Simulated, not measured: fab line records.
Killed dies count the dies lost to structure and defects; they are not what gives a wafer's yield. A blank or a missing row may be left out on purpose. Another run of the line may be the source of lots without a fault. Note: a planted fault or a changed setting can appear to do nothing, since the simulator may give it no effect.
Matching of chambers	flow nand harc	NHARC_A_STAIRCASE_ALD_415 on ald hk-02: 4 sister chambers
The step deposits SiO2, target thk 30 nm, pulse time 6 s, ald cycles 300. 8 wafers are shown with their chamber, then 10 later ones without.

## WAFERS WITH THEIR CHAMBER
wafer	chamber	heater power w (W)	precursor pulse height rel
L084.2	1	485	0.986
L084.4	0	524	1.009
L084.6	3	475	1.025
L085.4	2	476	1.010
L085.5	0	531	1.024
L085.6	1	470	1.005
L092.1	2	492	0.948
L092.3	3	440	1.000

## WAFERS WITH NO CHAMBER GIVEN
wafer	heater power w (W)	precursor pulse height rel
L092.6	515	0.987
L093.3	498	1.005
L093.4	446	1.038
L093.5	480	1.007
L096.3	504	1.025
L096.5	510	0.994
L096.6	440	1.030
L097.3	484	0.991
L097.4	523	0.997
L097.6	523	1.002

## WHICH CHAMBER EACH ONE RAN IN
wafer	from the rows above	in truth
L092.6	can't be placed: 0 or 2 or 1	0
L093.3	can't be placed: 2 or 1 or 0 or 3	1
L093.4	can't be placed: 3 or 1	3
L093.5	can't be placed: 1 or 2 or 3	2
L096.3	can't be placed: 0 or 1 or 2 or 3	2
L096.5	can't be placed: 0 or 2 or 1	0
L096.6	can't be placed: 3 or 1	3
L097.3	can't be placed: 1 or 2 or 3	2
L097.4	can't be placed: 0 or 2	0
L097.6	0	0
Placed correctly: 1 of 10. Cannot be placed on the basis of these rows: 9; the candidates contain the true chamber in 9. Number placed wrongly: 0.
How it was worked out, from the rows above alone: a wafer's distance from a chamber is the root of the sum, over the readings, of the square of ((its reading less the chamber's mean) divided by the reading's scatter). If the next closest chamber is less than 2 further off than the closest, the wafer can't be placed; otherwise it belongs to the closest. The mean given for a chamber averages the wafers shown for that chamber. The scatter: take each reading less its chamber's mean, square it, sum over the shown wafers, divide by the number of wafers less the number of chambers, and take the root.
